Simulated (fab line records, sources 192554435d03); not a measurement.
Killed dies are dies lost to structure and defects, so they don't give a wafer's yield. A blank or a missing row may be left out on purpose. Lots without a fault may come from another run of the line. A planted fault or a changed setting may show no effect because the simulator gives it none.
Which tool did it? | flow n5_finfet | 24 lots, 72 wafers sampled, at 6 steps of a route of 1938

WHAT THE GAUGES READ, wafer by wafer
N5_DUMMY_GATE_CD_MEAS_15: target cd 25.8 nm. Usual: cd_nm 24.99 nm, standard deviation 0.2.
lot  | measured    | on        | cd_nm (nm)        | flag
L074 | day 2 20:14 | cd_sem-03 | 24.98 24.94 25.20 |
L075 | day 3 02:29 | cd_sem-02 | 24.97 24.62 25.21 |
L076 | day 3 10:07 | cd_sem-02 | 25.10 24.92 25.04 |
L077 | day 3 14:55 | cd_sem-02 | 25.11 25.12 25.37 |
L078 | day 3 22:57 | cd_sem-02 | 25.56 25.25 25.14 |
L079 | day 4 03:23 | cd_sem-02 | 24.84 24.88 24.74 |
L080 | day 4 10:23 | cd_sem-02 | 24.87 25.26 24.89 |
L081 | day 4 15:44 | cd_sem-01 | 24.97 24.68 25.11 |
L082 | day 4 20:59 | cd_sem-02 | 24.99 24.88 25.05 |
L083 | day 5 05:34 | cd_sem-02 | 25.05 24.95 24.50 |
L084 | day 5 10:22 | cd_sem-03 | 25.19 24.98 25.07 |
L085 | day 5 19:42 | cd_sem-01 | 24.99 25.32 25.02 |
L086 | day 5 23:20 | cd_sem-03 | 25.20 25.03 24.88 |
L087 | day 6 04:25 | cd_sem-03 | 24.82 24.63 24.61 |
L088 | day 6 11:11 | cd_sem-02 | 25.12 25.01 25.31 |
L089 | day 6 17:38 | cd_sem-03 | 24.69 24.98 24.88 |
L090 | day 7 01:36 | cd_sem-03 | 25.01 25.03 24.96 |
L091 | day 7 08:35 | cd_sem-01 | 25.02 24.99 24.47 |
L092 | day 7 09:25 | cd_sem-01 | 25.10 25.50 25.38 |
L093 | day 7 20:10 | cd_sem-03 | 25.13 25.01 25.27 |
L094 | day 7 22:58 | cd_sem-03 | 24.92 24.86 24.86 |
L095 | day 8 04:29 | cd_sem-03 | 24.80 24.95 24.77 |
L096 | day 8 09:23 | cd_sem-02 | 25.02 25.16 24.80 |
L097 | day 8 17:51 | cd_sem-02 | 24.95 24.75 24.81 |

N5_SD_EPI_N_OVL_MEAS_10. Usual: SD_N_BLK_OVL 0.0 nm, standard deviation 0.76.
lot  | measured    | on         | SD_N_BLK_OVL (nm) | flag
L074 | day 2 22:41 | overlay-01 | 0.4 0.4 -0.5      |
L075 | day 3 04:59 | overlay-01 | 0.3 -0.4 0.3      |
L076 | day 3 12:41 | overlay-01 | 1.0 0.6 0.2       |
L077 | day 3 17:20 | overlay-01 | -0.1 0.0 1.2      |
L078 | day 4 01:44 | overlay-01 | -1.6 -0.6 -1.0    |
L079 | day 4 05:41 | overlay-02 | -0.2 -0.4 -1.0    |
L080 | day 4 13:05 | overlay-02 | 0.3 -0.9 0.4      |
L081 | day 4 18:47 | overlay-01 | -0.1 -0.7 0.7     |
L082 | day 4 23:11 | overlay-01 | 1.9 0.5 1.1       |
L083 | day 5 08:07 | overlay-02 | 0.8 0.9 0.9       |
L084 | day 5 12:44 | overlay-01 | -1.2 -0.4 -1.0    |
L085 | day 5 22:01 | overlay-01 | 0.2 -1.6 -1.0     |
L086 | day 6 01:39 | overlay-02 | -0.1 -0.6 -0.2    |
L087 | day 6 06:50 | overlay-02 | 0.6 -0.8 -0.7     |
L088 | day 6 13:47 | overlay-01 | 1.1 1.0 0.5       |
L089 | day 6 19:58 | overlay-01 | 1.1 0.5 0.3       |
L090 | day 7 04:20 | overlay-01 | 0.9 0.8 1.9       |
L091 | day 7 11:55 | overlay-01 | -0.7 -1.1 -0.2    |
L092 | day 7 12:39 | overlay-01 | -1.5 1.2 -0.4     |
L093 | day 7 22:22 | overlay-02 | -0.5 0.1 0.7      |
L094 | day 8 01:19 | overlay-01 | -0.1 -1.2 -0.2    |
L095 | day 8 07:22 | overlay-01 | 0.2 0.3 0.9       |
L096 | day 8 12:44 | overlay-02 | 0.4 -1.6 -0.5     |
L097 | day 8 21:40 | overlay-01 | -1.0 0.7 0.5      |

WHICH TOOL RAN EACH LOT (tool, then ch and the chambers of the sampled wafers, then the start)
lot  | N5_FIN_CUT_ETCH_21                | N5_STI_FIN_REVEAL_DENSIFY_30    | N5_STI_FIN_REVEAL_OXIDATION_31      | N5_SPACER0_ALD_07
L074 | rie_diel-06 ch 0,2,3, day 2 02:01 | rtp_anneal-01 ch 0, day 2 08:22 | plasma_asher-01 ch 0,1, day 2 10:59 | ald_sin-03 ch 1,2,3, day 2 21:49
L075 | rie_diel-05 ch 1,2, day 2 08:08   | rtp_anneal-01 ch 0, day 2 14:24 | plasma_asher-02 ch 0,1, day 2 17:15 | ald_sin-03 ch 0,3, day 3 03:59
L076 | rie_diel-05 ch 0,1,3, day 2 14:25 | rtp_anneal-01 ch 0, day 2 21:46 | plasma_asher-01 ch 0,1, day 3 00:36 | ald_sin-02 ch 0,1,2, day 3 11:41
L077 | rie_diel-02 ch 0,2,3, day 2 20:25 | rtp_anneal-02 ch 0, day 3 02:57 | plasma_asher-02 ch 0,1, day 3 05:39 | ald_sin-03 ch 1,2, day 3 16:28
L078 | rie_diel-06 ch 1,2,3, day 3 03:37 | rtp_anneal-02 ch 0, day 3 10:44 | plasma_asher-01 ch 0,1, day 3 13:19 | ald_sin-02 ch 1,2, day 4 00:44
L079 | rie_diel-06 ch 0,2,3, day 3 09:01 | rtp_anneal-02 ch 0, day 3 15:19 | plasma_asher-01 ch 0,1, day 3 18:13 | ald_sin-02 ch 0,1,2, day 4 04:41
L080 | rie_diel-05 ch 1,2, day 3 16:16   | rtp_anneal-01 ch 0, day 3 22:33 | plasma_asher-01 ch 0, day 4 01:10   | ald_sin-04 ch 0,2, day 4 12:05
L081 | rie_diel-05 ch 1,2, day 3 21:22   | rtp_anneal-02 ch 0, day 4 03:50 | plasma_asher-02 ch 0,1, day 4 06:28 | ald_sin-02 ch 0,2,3, day 4 17:47
L082 | rie_diel-02 ch 0,1,2, day 4 02:20 | rtp_anneal-02 ch 0, day 4 08:43 | plasma_asher-01 ch 0,1, day 4 11:22 | ald_sin-03 ch 0,1,2, day 4 22:19
L083 | rie_diel-06 ch 0,1, day 4 10:13   | rtp_anneal-02 ch 0, day 4 17:16 | plasma_asher-02 ch 0,1, day 4 19:53 | ald_sin-02 ch 0,3, day 5 07:07
L084 | rie_diel-02 ch 0,1, day 4 15:28   | rtp_anneal-02 ch 0, day 4 21:57 | plasma_asher-02 ch 1, day 5 00:35   | ald_sin-04 ch 0,3, day 5 11:52
L085 | rie_diel-02 ch 0,2, day 4 23:09   | rtp_anneal-02 ch 0, day 5 07:14 | plasma_asher-01 ch 0,1, day 5 10:00 | ald_sin-03 ch 0,1, day 5 21:01
L086 | rie_diel-02 ch 0,2,3, day 5 05:01 | rtp_anneal-02 ch 0, day 5 11:28 | plasma_asher-02 ch 0,1, day 5 14:14 | ald_sin-04 ch 0,1,3, day 6 00:39
L087 | rie_diel-06 ch 1,2, day 5 08:49   | rtp_anneal-01 ch 0, day 5 16:43 | plasma_asher-01 ch 0,1, day 5 19:19 | ald_sin-02 ch 0,3, day 6 05:50
L088 | rie_diel-02 ch 1,2,3, day 5 16:25 | rtp_anneal-01 ch 0, day 5 23:23 | plasma_asher-02 ch 0,1, day 6 02:00 | ald_sin-04 ch 1,2,3, day 6 12:47
L089 | rie_diel-06 ch 0,2,3, day 5 21:29 | rtp_anneal-01 ch 0, day 6 04:03 | plasma_asher-01 ch 0,1, day 6 06:42 | ald_sin-02 ch 0,1,2, day 6 18:58
L090 | rie_diel-05 ch 0,1,2, day 6 03:32 | rtp_anneal-01 ch 0, day 6 09:50 | plasma_asher-02 ch 0,1, day 6 12:29 | ald_sin-03 ch 0,1,3, day 7 03:21
L091 | rie_diel-02 ch 2,3, day 6 09:58   | rtp_anneal-02 ch 0, day 6 16:52 | plasma_asher-02 ch 0,1, day 6 19:34 | ald_sin-02 ch 1,2,3, day 7 11:03
L092 | rie_diel-06 ch 0,1,2, day 6 14:13 | rtp_anneal-01 ch 0, day 6 20:29 | plasma_asher-01 ch 0,1, day 6 23:08 | ald_sin-03 ch 0,1,2, day 7 11:38
L093 | rie_diel-05 ch 0,2,3, day 6 19:58 | rtp_anneal-01 ch 0, day 7 03:03 | plasma_asher-01 ch 0,1, day 7 05:40 | ald_sin-04 ch 0,1,3, day 7 21:29
L094 | rie_diel-05 ch 1,2, day 7 02:17   | rtp_anneal-01 ch 0, day 7 08:34 | plasma_asher-01 ch 0,1, day 7 11:38 | ald_sin-03 ch 0,1,3, day 8 00:19
L095 | rie_diel-02 ch 0,2,3, day 7 09:10 | rtp_anneal-01 ch 0, day 7 16:17 | plasma_asher-01 ch 0,1, day 7 18:57 | ald_sin-03 ch 0,2,3, day 8 06:29
L096 | rie_diel-02 ch 1,2, day 7 15:12   | rtp_anneal-01 ch 0, day 7 21:36 | plasma_asher-01 ch 0,1, day 8 00:14 | ald_sin-03 ch 2,3, day 8 11:44
L097 | rie_diel-02 ch 1,2, day 7 21:49   | rtp_anneal-02 ch 0, day 8 04:05 | plasma_asher-01 ch 0,1, day 8 06:44 | ald_sin-03 ch 0,1,3, day 8 20:47
- N5_FIN_CUT_ETCH_21: etches SOC in N2/H2, target depth 219 nm, overetch 43.8 nm, time 523.5 s.
- N5_STI_FIN_REVEAL_DENSIFY_30
- N5_STI_FIN_REVEAL_OXIDATION_31: chemistry O2 PLASMA REMOTE, time 20 s.
- N5_SPACER0_ALD_07: deposits SiNx, target thk 2 nm.

WHAT THE TOOLS THEMSELVES READ (means of the sampled wafers that have a number; where no wafer has one, the mark that the record gives instead)
N5_FIN_CUT_ETCH_21. Usual: drypump_motor_current_A 5.7 A, standard deviation 0.35; oes_product_au 0.71 a.u., standard deviation 0.056; rf_vpp_V 240.6 V, standard deviation 1.6; showerhead_plenum_p_Torr 2.54 Torr, standard deviation 0.11; throttle_valve_pct 17.86 %, standard deviation 0.22.
lot  | tool        | drypump_motor_current_A (A) | oes_product_au (a.u.) | rf_vpp_V (V) | showerhead_plenum_p_Torr (Torr) | throttle_valve_pct (%) | flag
L074 | rie_diel-06 | 5.6                         | 0.72                  | 239.7        | 2.52                            | 17.87                  |
L075 | rie_diel-05 | 5.7                         | 0.67                  | 241.1        | 2.60                            | 17.65                  |
L076 | rie_diel-05 | 5.6                         | 0.66                  | 240.5        | 2.52                            | 17.96                  |
L077 | rie_diel-02 | 5.5                         | 0.72                  | 241.1        | 2.55                            | 17.73                  |
L078 | rie_diel-06 | 5.7                         | 0.69                  | 238.1        | 2.40                            | 17.96                  |
L079 | rie_diel-06 | 5.6                         | 0.71                  | 240.0        | 2.51                            | 17.89                  |
L080 | rie_diel-05 | 5.8                         | 0.67                  | 241.3        | 2.59                            | 17.67                  |
L081 | rie_diel-05 | 5.5                         | 0.65                  | 240.6        | 2.55                            | 17.88                  |
L082 | rie_diel-02 | 5.7                         | 0.73                  | 241.3        | 2.60                            | 17.80                  |
L083 | rie_diel-06 | 5.9                         | 0.74                  | 239.9        | 2.47                            | 18.04                  |
L084 | rie_diel-02 | 6.0                         | 0.73                  | 242.3        | 2.67                            | 17.99                  |
L085 | rie_diel-02 | 5.5                         | 0.72                  | 240.4        | 2.52                            | 17.64                  |
L086 | rie_diel-02 | 5.5                         | 0.71                  | 240.1        | 2.54                            | 17.74                  |
L087 | rie_diel-06 | 5.9                         | 0.71                  | 237.8        | 2.39                            | 18.13                  |
L088 | rie_diel-02 | 5.8                         | 0.73                  | 241.0        | 2.57                            | 17.86                  |
L089 | rie_diel-06 | 5.6                         | 0.70                  | 240.6        | 2.50                            | 17.91                  |
L090 | rie_diel-05 | 5.8                         | 0.73                  | 239.9        | 2.55                            | 17.66                  |
L091 | rie_diel-02 | 5.5                         | 0.72                  | 240.6        | 2.49                            | 17.68                  |
L092 | rie_diel-06 | 5.8                         | 0.71                  | 239.4        | 2.49                            | 18.06                  |
L093 | rie_diel-05 | 5.9                         | 0.75                  | 240.8        | 2.56                            | 17.66                  |
L094 | rie_diel-05 | 5.8                         | 0.72                  | 241.8        | 2.58                            | 17.57                  |
L095 | rie_diel-02 | 5.5                         | 0.70                  | 241.4        | 2.54                            | 17.77                  |
L096 | rie_diel-02 | 5.8                         | 0.72                  | 241.2        | 2.53                            | 17.78                  |
L097 | rie_diel-02 | 6.0                         | 0.73                  | 240.9        | 2.61                            | 17.96                  |

N5_STI_FIN_REVEAL_DENSIFY_30. Usual: lamp_power_pct 11.53 %, standard deviation 0.051.
lot  | tool          | lamp_power_pct (%) | flag
L074 | rtp_anneal-01 | 11.51              |
L075 | rtp_anneal-01 | 11.59              |
L076 | rtp_anneal-01 | 11.53              |
L077 | rtp_anneal-02 | 11.54              |
L078 | rtp_anneal-02 | 11.48              |
L079 | rtp_anneal-02 | 11.52              |
L080 | rtp_anneal-01 | 11.54              |
L081 | rtp_anneal-02 | 11.52              |
L082 | rtp_anneal-02 | 11.50              |
L083 | rtp_anneal-02 | 11.51              |
L084 | rtp_anneal-02 | 11.49              |
L085 | rtp_anneal-02 | 11.55              |
L086 | rtp_anneal-02 | 11.52              |
L087 | rtp_anneal-01 | 11.51              |
L088 | rtp_anneal-01 | 11.52              |
L089 | rtp_anneal-01 | 11.57              |
L090 | rtp_anneal-01 | 11.53              |
L091 | rtp_anneal-02 | 11.51              |
L092 | rtp_anneal-01 | 11.56              |
L093 | rtp_anneal-01 | 11.51              |
L094 | rtp_anneal-01 | 11.51              |
L095 | rtp_anneal-01 | 11.59              |
L096 | rtp_anneal-01 | 11.56              |
L097 | rtp_anneal-02 | 11.52              |

N5_STI_FIN_REVEAL_OXIDATION_31. Usual: drypump_motor_current_A 5.4 A, standard deviation 0.47; heater_power_w 145 W, standard deviation 9.6.
lot  | tool            | drypump_motor_current_A (A) | heater_power_w (W) | flag
L074 | plasma_asher-01 | 5.6                         | 149                |
L075 | plasma_asher-02 | 5.5                         | 137                |
L076 | plasma_asher-01 | 5.3                         | 147                |
L077 | plasma_asher-02 | 5.2                         | 143                |
L078 | plasma_asher-01 | 5.3                         | 145                |
L079 | plasma_asher-01 | 5.6                         | 150                |
L080 | plasma_asher-01 | 5.0                         | 139                |
L081 | plasma_asher-02 | 5.5                         | 137                |
L082 | plasma_asher-01 | 5.6                         | 149                |
L083 | plasma_asher-02 | 5.2                         | 144                |
L084 | plasma_asher-02 | 5.0                         | 152                |
L085 | plasma_asher-01 | 5.3                         | 144                |
L086 | plasma_asher-02 | 5.5                         | 137                |
L087 | plasma_asher-01 | 5.3                         | 146                |
L088 | plasma_asher-02 | 5.5                         | 135                |
L089 | plasma_asher-01 | 5.6                         | 150                |
L090 | plasma_asher-02 | 5.2                         | 144                |
L091 | plasma_asher-02 | 5.2                         | 143                |
L092 | plasma_asher-01 | 5.3                         | 146                |
L093 | plasma_asher-01 | 5.3                         | 146                |
L094 | plasma_asher-01 | 5.6                         | 152                |
L095 | plasma_asher-01 | 5.3                         | 146                |
L096 | plasma_asher-01 | 5.3                         | 144                |
L097 | plasma_asher-01 | 5.3                         | 147                |

N5_SPACER0_ALD_07. Usual: heater_power_w 844 W, standard deviation 87.
lot  | tool       | heater_power_w (W) | flag
L074 | ald_sin-03 | 831                |
L075 | ald_sin-03 | 873                |
L076 | ald_sin-02 | 783                |
L077 | ald_sin-03 | 845                |
L078 | ald_sin-02 | 743                |
L079 | ald_sin-02 | 771                |
L080 | ald_sin-04 | 881                |
L081 | ald_sin-02 | 852                |
L082 | ald_sin-03 | 851                |
L083 | ald_sin-02 | 945                |
L084 | ald_sin-04 | 864                |
L085 | ald_sin-03 | 844                |
L086 | ald_sin-04 | 830                |
L087 | ald_sin-02 | 934                |
L088 | ald_sin-04 | 894                |
L089 | ald_sin-02 | 775                |
L090 | ald_sin-03 | 839                |
L091 | ald_sin-02 | 804                |
L092 | ald_sin-03 | 853                |
L093 | ald_sin-04 | 829                |
L094 | ald_sin-03 | 846                |
L095 | ald_sin-03 | 867                |
L096 | ald_sin-03 | 852                |
L097 | ald_sin-03 | 848                |

THE ANSWER, worked out from the rows above alone
Rule: a lot is off if the mean of its wafers that have a number lies more than 3 standard deviations from the usual mean. A lot without any number at a reading at which 4 lots or more have one is off too. The other lots that the step has rows for count as sound. The gauges are gone through in route order, then the tools' own readings, and for those a lot's mean is taken as printed above. The first step at which some lot is off is used, and at that step the reading that is off furthest; a lot without a number counts as furthest.
No lot is off at any reading shown: from this, nothing can be told.

WHAT THE SIMULATOR HAD PUT IN
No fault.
